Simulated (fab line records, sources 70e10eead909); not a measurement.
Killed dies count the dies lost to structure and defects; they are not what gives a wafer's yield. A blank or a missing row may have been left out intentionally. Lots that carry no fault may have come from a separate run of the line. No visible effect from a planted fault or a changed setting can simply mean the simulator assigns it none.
Chamber matching | flow nand-harc | 3 sister chambers for NHARC_A_CONTACT_DEP_29 on pecvd-03
The step deposits SiON, target thk 100 nm. 16 wafers are shown with their chamber, then 8 later ones without.

## EACH WAFER AND ITS CHAMBER
wafer  | chamber | heater-power-w (W)
L074.4 | 2       | 951
L074.5 | 0       | 731
L074.6 | 1       | 804
L075.2 | 0       | 687
L075.3 | 2       | 899
L075.5 | 1       | 824
L083.1 | 1       | 812
L083.4 | 0       | 759
L083.6 | 1       | 822
L087.2 | 2       | 805
L087.5 | 0       | 813
L087.6 | 1       | 801
L089.2 | 0       | 738
L089.4 | 2       | 951
L089.5 | 1       | 809
L091.3 | 0       | 792

SIGNATURES, as means of the wafers listed above
reading        | chamber 0 | chamber 1 | chamber 2 | scatter within a chamber
heater-power-w | 753.33    | 812.00    | 901.50    | 43.7
Rule: for each reading, subtract the chamber's mean from the wafer's reading, divide by that reading's scatter and square the result; add these up over the readings and take the root, which gives the wafer's distance from the chamber. The wafer belongs to the nearest chamber; if the next one is less than 2 further off, it can't be placed. How the scatter is found: for the shown wafers, subtract from each reading the mean of its chamber, square and add these, divide the total by (wafers less chambers), then take the root.

## WAFERS MISSING THEIR CHAMBER
wafer  | heater-power-w (W)
L091.4 | 891
L091.6 | 713
L092.2 | 833
L092.4 | 735
L092.6 | 845
L097.2 | 827
L097.4 | 799
L097.6 | 925

## THE CHAMBER EACH PASSED THROUGH
wafer  | from the rows above          | in truth
L091.4 | can't be placed: 2 or 1      | 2
L091.6 | can't be placed: 0 or 1      | 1
L092.2 | can't be placed: 1 or 2 or 0 | 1
L092.4 | can't be placed: 0 or 1      | 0
L092.6 | can't be placed: 1 or 2 or 0 | 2
L097.2 | can't be placed: 1 or 0 or 2 | 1
L097.4 | can't be placed: 1 or 0      | 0
L097.6 | 2                            | 2
Placed correctly: 1 of 8. These rows do not allow placing 7 (true chamber among the candidates in 7). Placed wrongly: 0.
